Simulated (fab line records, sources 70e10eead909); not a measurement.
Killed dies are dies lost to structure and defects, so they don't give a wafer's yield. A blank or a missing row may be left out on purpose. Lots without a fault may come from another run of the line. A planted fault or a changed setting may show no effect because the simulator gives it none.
Chamber matching | flow nand_harc | NHARC_P_M1_STRIP_18 on rie_diel-03: 4 sister chambers
The step strips in N2/H2. 30 wafers are shown with their chamber, then 12 later ones without.

WAFERS WITH THEIR CHAMBER
wafer  | chamber | showerhead_plenum_p_Torr (Torr) | drypump_motor_current_A (A) | oes_product_au (a.u.)
L074.1 | 0       | 1.94                            | 5.8                         | 0.981
L074.2 | 1       | 2.08                            | 6.7                         | 0.997
L074.5 | 0       | 1.94                            | 5.7                         | 0.979
L075.1 | 0       | 1.94                            | 5.7                         | 0.986
L075.2 | 1       | 2.08                            | 6.7                         | 0.989
L075.5 | 2       | 1.93                            | 5.9                         | 1.022
L076.1 | 0       | 1.93                            | 5.8                         | 0.989
L076.3 | 1       | 2.08                            | 6.6                         | 0.991
L076.6 | 2       | 1.93                            | 5.9                         | 1.026
L080.2 | 1       | 2.08                            | 6.6                         | 1.002
L080.4 | 3       | 2.04                            | 6.2                         | 0.988
L080.5 | 0       | 1.93                            | 5.7                         | 0.988
L084.1 | 3       | 2.04                            | 6.2                         | 0.988
L084.2 | 2       | 1.92                            | 5.9                         | 1.012
L084.3 | 1       | 2.08                            | 6.6                         | 0.990
L085.1 | 1       | 2.08                            | 6.6                         | 0.989
L085.3 | 3       | 2.04                            | 6.2                         | 0.981
L085.6 | 3       | 2.04                            | 6.2                         | 0.990
L086.2 | 0       | 1.93                            | 5.7                         | 0.977
L086.4 | 2       | 1.92                            | 5.9                         | 1.005
L086.6 | 1       | 2.08                            | 6.6                         | 0.980
L087.1 | 2       | 1.92                            | 5.9                         | 1.010
L087.2 | 3       | 2.04                            | 6.2                         | 1.005
L087.6 | 1       | 2.08                            | 6.6                         | 0.992
L089.2 | 2       | 1.92                            | 5.9                         | 1.011
L089.4 | 3       | 2.04                            | 6.2                         | 0.987
L089.5 | 2       | 1.92                            | 5.9                         | 1.022
L090.1 | 2       | 1.92                            | 5.9                         | 1.001
L090.2 | 1       | 2.08                            | 6.6                         | 1.010
L090.3 | 3       | 2.04                            | 6.2                         | 0.982

SIGNATURES (means of the wafers above)
reading                  | chamber 0 | chamber 1 | chamber 2 | chamber 3 | scatter within a chamber
showerhead_plenum_p_Torr | 1.9350    | 2.0800    | 1.9225    | 2.0400    | 0.0034
drypump_motor_current_A  | 5.733     | 6.622     | 5.900     | 6.200     | 0.0333
oes_product_au           | 0.98333   | 0.99333   | 1.01362   | 0.98871   | 0.00797
Rule: a wafer's distance from a chamber is the root of the sum, over the readings, of the square of ((its reading less the chamber's mean) divided by the reading's scatter). The wafer belongs to the nearest chamber; if the next one is less than 2 further off, it can't be placed. The scatter: the root of (the sum of the squares of (reading less its chamber's mean) over the shown wafers, divided by (wafers less chambers)).

WAFERS WITHOUT THEIR CHAMBER
wafer  | showerhead_plenum_p_Torr (Torr) | drypump_motor_current_A (A) | oes_product_au (a.u.)
L091.2 | 2.08                            | 6.7                         | 1.002
L091.3 | 1.93                            | 5.7                         | 0.990
L091.6 | 2.04                            | 6.2                         | 0.988
L095.1 | 2.04                            | 6.2                         | 0.977
L095.4 | 1.93                            | 5.8                         | 1.004
L095.5 | 1.93                            | 5.8                         | 1.008
L096.4 | 2.07                            | 6.7                         | 1.007
L096.5 | 1.93                            | 5.7                         | 1.002
L096.6 | 2.07                            | 6.7                         | 1.006
L097.1 | 2.04                            | 6.2                         | 0.980
L097.3 | 1.93                            | 5.7                         | 1.008
L097.4 | 2.07                            | 6.6                         | 0.995

WHICH CHAMBER EACH WENT THROUGH
wafer  | from the rows above     | in truth
L091.2 | 1                       | 1
L091.3 | 0                       | 0
L091.6 | 3                       | 3
L095.1 | 3                       | 3
L095.4 | can't be placed: 0 or 2 | 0
L095.5 | can't be placed: 2 or 0 | 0
L096.4 | 1                       | 1
L096.5 | 0                       | 0
L096.6 | 1                       | 1
L097.1 | 3                       | 3
L097.3 | 0                       | 0
L097.4 | 1                       | 1
Placed correctly: 10 of 12. Can't be placed from these rows: 2 (the true chamber is among the candidates in 2). Placed wrongly: 0.
